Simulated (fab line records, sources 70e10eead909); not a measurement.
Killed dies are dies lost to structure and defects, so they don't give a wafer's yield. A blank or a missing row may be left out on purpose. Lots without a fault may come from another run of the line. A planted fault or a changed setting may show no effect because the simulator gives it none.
fab line records | flow nand_harc
record lots=12 wafers=36 last_day=25
route steps=1159 shown P_ZERO_WELL@47 P_GATE@145
lots that met no fault: from a run of the same line without faults
start_h: hours from the record's first day to the start of the lot's first wafer shown | wait_h: hours since the lot's step before | " the same as in the row above | L1.1+2: a row that stands for several wafers | - no value, or no start given | * or withheld: withheld | < > ~ a bound
route shown NAME@n: a module of which the file shows steps, and the number in the route of the first | usual: mean/standard deviation of fault-free wafers | same: alike in all rows | chamber/n: place in a boat | sites: the reading at each site | _std_site: their standard deviation | _edge_site: outer sites' mean less inner sites' | radius_mm: how far each site lies from the wafer's centre | mask NAME#n: copy n | behind: the tool/chamber that last shaped the wafer | hold: why the lot was held/for how many hours/how that ended | device: the transistor (n, p or np) that didn't switch | end of line: the same wafers' tests at the end of the route | a step without rows: its recipe alone | killed: dies lost to structure and defects at the first sort, not the wafer's yield | map: a wafer's dies, x killed, . not, _ none there
set.NAME: the setting as run; set.NAME@STEP: as run at that earlier step | model.NAME: the simulator's own value behind a step, which no gauge read
steps of the route over a sample of lots; a table a step, a row a wafer
services: from which hour (start_h, from the record's first day; less than 0 if before it) a tool's chamber was out of use, for how many hours, and why
## steps
# step NHARC_P_ZERO_WELL_IMPLANT_40
# recipe energy_kev=300 dose_cm2=1e+13 tilt_deg=7
# usual dose_ions_cm2=9.998e+12/1.2e+10 faraday_current_uA=126.4/2.4
# columns lot.wafer tool chamber start_h wait_h dose_ions_cm2 faraday_current_uA
L911.2 implanter-01 0 16.47 0.1 9.988e+12 125.7
L911.4 " 0 " " 9.989e+12 125.2
L911.6 " 0 " " 9.989e+12 125.6
L913.1 implanter-02 0 28.52 0.1 9.991e+12 124.1
L913.4 " 0 " " 1.001e+13 121.6
L913.6 " 0 " " 1.0005e+13 125.4
L914.3 implanter-02 0 34.33 0.2 9.992e+12 123.8
L914.5 " 0 " " 9.989e+12 123.5
L914.6 " 0 " " 9.998e+12 129.0
L915.3 implanter-01 0 40.33 0.2 9.984e+12 122.3
L915.5 " 0 " " 9.99e+12 125.4
L915.6 " 0 " " 1.001e+13 125.1
L917.1 implanter-02 0 52.41 0.1 9.999e+12 125.5
L917.2 " 0 " " 9.991e+12 123.1
L917.3 " 0 " " 9.988e+12 127.1
L918.1 implanter-01 0 58.26 0.1 9.982e+12 121.6
L918.4 " 0 " " 1.0002e+13 126.0
L918.5 " 0 " " 9.994e+12 127.6
L919.3 implanter-01 0 64.36 0.2 1.0006e+13 120.8
L919.4 " 0 " " 1.0002e+13 127.4
L919.5 " 0 " " 1.0004e+13 129.4
L922.1 implanter-02 0 82.42 0.1 9.997e+12 128.8
L922.2 " 0 " " 9.982e+12 124.7
L922.3 " 0 " " 1.0005e+13 129.7
L926.1 implanter-01 0 106.42 0.1 9.963e+12 122.2
L926.4 " 0 " " 9.99e+12 127.3
L926.5 " 0 " " 9.983e+12 131.0
L927.2 implanter-02 0 112.47 0.1 5.92e+12 74.3
L927.3 " 0 " " 5.897e+12 73.7
L927.6 " 0 " " 5.905e+12 74.5
L930.2 implanter-02 0 130.42 0.1 5.9e+12 77.0
L930.4 " 0 " " 5.922e+12 75.0
L930.5 " 0 " " 5.921e+12 78.5
L933.3 implanter-01 0 148.75 0.2 1.0003e+13 127.2
L933.5 " 0 " " 1.0018e+13 130.0
L933.6 " 0 " " 9.998e+12 126.2
# step NHARC_P_ZERO_WELL_RTA_42
# recipe temp_c=1100 time_s=300
# usual anneal_temp_c_max=1105.5/2.6 lamp_power_pct=40.1/1.1 wafer_temp_C_max=1104.4/1.7
# columns lot.wafer tool chamber start_h wait_h anneal_temp_c_max lamp_power_pct wafer_temp_C_max
L911.2 rtp_anneal-01 0 18.88 - 1107.3 41.2 1106.8
L911.4 " 0 " " 1108.0 41.2 1105.2
L911.6 " 0 " " 1107.9 41.2 1105.3
L913.1 rtp_anneal-02 0 31.12 - 1103.1 39.0 1102.7
L913.4 " 0 " " 1104.1 39.0 1103.4
L913.6 " 0 " " 1102.8 39.0 1103.3
L914.3 rtp_anneal-01 0 37.12 - 1109.9 41.0 1105.4
L914.5 " 0 " " 1107.5 41.1 1106.6
L914.6 " 0 " " 1112.1 41.0 1105.2
L915.3 rtp_anneal-02 0 42.99 - 1102.7 39.1 1103.3
L915.5 " 0 " " 1103.4 39.1 1103.7
L915.6 " 0 " " 1103.6 39.2 1103.0
L917.1 rtp_anneal-02 0 54.75 - 1103.6 39.1 1102.9
L917.2 " 0 " " 1104.1 39.1 1103.0
L917.3 " 0 " " 1102.8 39.1 1103.0
L918.1 rtp_anneal-01 0 64.48 - 1107.9 41.2 1105.1
L918.4 " 0 " " 1107.2 41.2 1105.3
L918.5 " 0 " " 1109.3 41.2 1105.7
L919.3 rtp_anneal-01 0 66.99 - 1107.4 41.2 1106.7
L919.4 " 0 " " 1107.5 41.2 1106.7
L919.5 " 0 " " 1106.7 41.2 1106.6
L922.1 rtp_anneal-02 0 84.89 - 1104.1 39.1 1102.0
L922.2 " 0 " " 1103.9 39.2 1103.4
L922.3 " 0 " " 1102.6 39.1 1102.2
L926.1 rtp_anneal-02 0 108.77 - 1102.7 39.1 1103.8
L926.4 " 0 " " 1103.1 39.1 1103.2
L926.5 " 0 " " 1102.1 39.1 1102.1
L927.2 rtp_anneal-01 0 115.04 - 1107.6 41.2 1104.8
L927.3 " 0 " " 1108.1 41.2 1107.9
L927.6 " 0 " " 1105.6 41.1 1106.3
L930.2 rtp_anneal-01 0 132.97 - 1109.5 41.2 1105.6
L930.4 " 0 " " 1108.6 41.1 1103.6
L930.5 " 0 " " 1107.7 41.2 1104.7
L933.3 rtp_anneal-02 0 151.40 - 1103.6 39.1 1102.8
L933.5 " 0 " " 1103.0 39.0 1103.3
L933.6 " 0 " " 1102.5 39.0 1102.4
# step NHARC_P_GATE_ETCH_104
# recipe target_depth_a=600 time_s=withheld cf4_flow_sccm=100 chf3_flow_sccm=30 ar_flow_sccm=0 rf_w=500 bias_w=200 chemistry=CF4/CHF3
# usual drypump_motor_current_A=5.7/0.47 oes_product_au=0.948/0.023 rf_vpp_V=369.9/2.3 showerhead_plenum_p_Torr=1.56/0.066 throttle_valve_pct=16.803/0.0087
# columns lot.wafer tool chamber start_h wait_h drypump_motor_current_A oes_product_au rf_vpp_V showerhead_plenum_p_Torr throttle_valve_pct
L911.2 rie_diel-13 1 83.64 0.1 6.0 0.918 368.9 1.55 16.799
L911.4 " 0 " " 6.2 0.930 368.8 1.51 16.792
L911.6 " 2 " " 5.0 0.892 371.0 1.56 16.804
L913.1 rie_diel-03 0 100.47 0.1 5.8 0.924 369.2 1.54 16.807
L913.4 " 2 " " 5.8 0.944 371.8 1.59 16.804
L913.6 " 1 " " 5.4 0.926 374.4 1.69 16.804
L914.3 rie_diel-03 3 104.97 0.1 6.5 0.932 369.3 1.51 16.800
L914.6 " 1 " " 5.4 0.924 374.6 1.69 16.805
L914.5 " 2 " " 5.8 0.936 372.0 1.59 16.797
L915.3 rie_diel-03 2 111.36 0.2 5.8 0.965 370.7 1.59 16.785
L915.6 " 0 " " 5.9 0.951 370.1 1.54 16.809
L915.5 " 1 " " 5.4 0.969 374.6 1.69 16.799
L917.2 rie_diel-03 2 128.39 0.1 5.8 0.990 370.6 1.59 16.807
L917.1 " 3 " " 6.5 0.966 367.2 1.51 16.803
L917.3 " 0 " " 5.8 0.959 369.9 1.54 16.793
L919.3 rie_diel-03 2 135.19 0.1 5.8 0.979 371.0 1.59 16.808
L919.4 " 3 " " 6.5 0.959 368.2 1.51 16.801
L919.5 " 3 " " 6.5 0.952 367.6 1.51 16.815
L918.4 rie_diel-13 1 135.81 0.1 6.0 0.954 370.1 1.55 16.814
L918.1 " 3 " " 6.1 0.934 374.0 1.70 16.788
L918.5 " 2 " " 5.0 0.953 369.0 1.56 16.817
L922.1 rie_diel-08 2 150.73 0.1 5.0 0.919 367.7 1.51 16.803
L922.2 " 0 " " 5.4 0.978 369.7 1.52 16.800
L922.3 " 1 " " 6.0 0.960 368.5 1.49 16.803
L927.3 rie_diel-08 3 179.11 0.2 5.3 0.967 366.7 1.48 16.815
L927.2 " 0 " " 5.4 0.980 368.7 1.52 16.817
L927.6 " 0 " " 5.4 0.979 367.6 1.51 16.804
L926.4 rie_diel-13 0 179.19 0.1 6.2 0.994 367.7 1.50 16.808
L926.1 " 1 " " 6.0 0.949 370.4 1.54 16.801
L926.5 " 2 " " 5.0 0.965 370.7 1.55 16.799
L930.4 rie_diel-03 2 201.66 0.1 5.8 0.989 370.1 1.59 16.802
L930.2 " 1 " " 5.4 0.962 373.8 1.68 16.801
L930.5 " 3 " " 6.5 0.973 367.3 1.51 16.809
L933.3 rie_diel-13 0 223.13 0.2 6.2 0.942 367.8 1.50 16.813
L933.5 " 1 " " 6.0 0.930 369.2 1.54 16.801
L933.6 " 2 " " 5.0 0.927 370.1 1.55 16.803
# step NHARC_P_GATE_DESCUM_93
# recipe time_s=3 o2_flow_sccm=200 ar_flow_sccm=0 bias_power_w=0 chemistry=O2
# usual drypump_motor_current_A=5.7/0.44 o2_flow_sccm=200.1/0.61 oes_product_au=1.002/0.013 rf_vpp_V=57.6/0.85 showerhead_plenum_p_Torr=1.90/0.095 throttle_valve_pct=11.310/0.0091
# columns lot.wafer tool chamber start_h wait_h drypump_motor_current_A o2_flow_sccm oes_product_au rf_hours_counter_h rf_vpp_V showerhead_plenum_p_Torr throttle_valve_pct
L911.4 rie_diel-03 1 101.56 - 5.4 198.3 1.009 11 58.7 2.06 11.316
L911.2 " 2 " " 5.8 200.4 1.015 11 57.0 1.94 11.311
L911.6 " 3 " " 6.5 200.0 0.985 - 56.9 1.83 11.301
L913.1 rie_diel-03 2 116.19 - 5.8 199.2 1.015 15 56.9 1.94 11.306
L913.4 " 3 " " 6.5 200.3 1.005 15 58.3 1.83 11.301
L913.6 " 1 " " 5.4 200.6 1.003 - 58.4 2.06 11.299
L914.3 rie_diel-08 2 120.33 - 5.0 200.8 0.979 52 56.3 1.83 11.307
L914.6 " 2 " " 5.0 201.7 0.979 - 58.3 1.83 11.306
L914.5 " 3 " " 5.3 200.7 1.000 - 56.7 1.80 11.313
L915.3 rie_diel-03 2 126.65 - 5.8 199.5 1.006 17 58.0 1.94 11.331
L915.5 " 0 " " 5.9 199.5 0.997 - 57.9 1.87 11.321
L915.6 " 1 " " 5.4 200.3 1.001 - 58.2 2.06 11.296
L917.1 rie_diel-08 3 143.54 - 5.3 200.5 1.001 5 58.1 1.79 11.310
L917.2 " 0 " " 5.4 200.3 1.024 5 57.2 1.84 11.322
L917.3 " 2 " " 5.0 198.8 0.981 5 57.3 1.83 11.308
L919.4 rie_diel-03 1 150.61 - 5.4 200.5 1.000 - 58.2 2.06 11.312
L919.3 " 2 " " 5.8 199.7 1.017 - 58.6 1.94 11.307
L919.5 " 1 " " 5.4 200.7 1.008 - 58.6 2.06 11.323
L918.1 rie_diel-03 2 151.16 - 5.8 200.1 1.019 21 58.0 1.94 11.309
L918.4 " 2 " " 5.8 199.7 1.020 - 57.9 1.94 11.308
L918.5 " 2 " " 5.8 200.8 1.019 - 58.0 1.94 11.306
L922.2 rie_diel-03 2 166.73 - 5.8 200.2 1.007 24 56.2 1.93 11.321
L922.1 " 3 " " 6.5 201.1 0.999 22 57.3 1.83 11.311
L922.3 " 0 " " 5.8 200.0 0.990 21 57.4 1.87 11.311
L927.3 rie_diel-03 1 194.45 - 5.4 199.4 1.020 27 57.6 2.05 11.299
L927.2 " 0 " " 5.8 199.7 0.996 26 58.8 1.87 11.302
L927.6 " 1 " " 5.3 200.9 1.000 - 58.4 2.05 11.308
L926.1 rie_diel-03 3 196.73 - 6.5 200.4 1.004 26 57.7 1.83 11.306
L926.4 " 2 " " 5.8 199.6 1.013 28 57.2 1.93 11.313
L926.5 " 0 " " 5.9 200.2 0.999 - 56.1 1.87 11.322
L930.4 rie_diel-13 2 217.29 - 5.0 200.7 0.992 32 57.6 1.89 11.313
L930.2 " 0 " " 6.2 200.1 1.007 34 57.0 1.82 11.302
L930.5 " 2 " " 5.0 199.9 0.995 - 56.7 1.89 11.310
L933.3 rie_diel-03 2 239.11 - 5.8 199.3 1.014 3 57.3 1.93 11.330
L933.5 " 3 " " 6.5 200.0 0.998 - 57.9 1.83 11.315
L933.6 " 0 " " 5.9 199.6 0.989 - 57.6 1.87 11.298
## services
# columns tool chamber start_h hours kind
rie_diel-03 0 -6.86 - clean
rie_diel-03 1 -6.86 - clean
rie_diel-03 2 -6.86 - clean
rie_diel-03 3 -6.86 - clean
implanter-01 - 8.57 3.1 repair
rie_diel-08 3 10.23 5.7 repair
rie_diel-03 0 17.64 - clean
rie_diel-13 2 32.08 17.1 repair
rie_diel-03 3 33.71 5.0 repair
rie_diel-03 - 38.30 9.0 pm
implanter-01 - 58.95 3.2 repair
rie_diel-13 - 63.77 2.0 repair
rie_diel-08 2 82.05 8.5 repair
implanter-02 - 85.00 13.0 pm
rie_diel-13 - 99.04 9.0 pm
implanter-01 - 104.77 0.9 repair
rie_diel-08 0 107.52 1.8 repair
implanter-02 - 121.14 1.1 repair
implanter-01 - 134.49 3.3 repair
rie_diel-03 0 146.55 8.5 repair
rie_diel-03 3 147.82 10.4 repair
implanter-02 - 156.04 3.3 repair
rie_diel-03 - 215.31 9.0 pm
rie_diel-08 0 230.90 4.1 repair
## key
first_sign step=NHARC_P_ZERO_WELL_IMPLANT_40 reading=dose_ions_cm2 direction=down sigmas=99+ usual=9.998e+12 struck=5.911e+12
effect step=NHARC_P_ZERO_WELL_IMPLANT_40 reading=faraday_current_uA direction=down sigmas=21 usual=126.4 struck=75.5
met_at NHARC_P_ZERO_WELL_IMPLANT_40
struck_lots L927,L930
tester_left_out L927,L930
not_acting_at NHARC_P_ZERO_WELL_RTA_42,NHARC_P_GATE_ETCH_104,NHARC_P_GATE_DESCUM_93
onset_between 82.42 112.47
fault kind=process_parameter_drift tool=implanter-02 chamber=- onset_h=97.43 steps=NHARC_P_ZERO_WELL_IMPLANT_40 channel=dose_cm2 offset=-4.0811e+12 shape=step end_h=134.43 acts_in=these_recipes_only stated=1e+13
# tester_left_out: of these lots the tester's yield and bins aren't shown, on N5 and GAA mostly nor the transistor test; their killed dies are dies lost to structure and defects alone, not to doping, threshold or leakage, so they don't give the yield
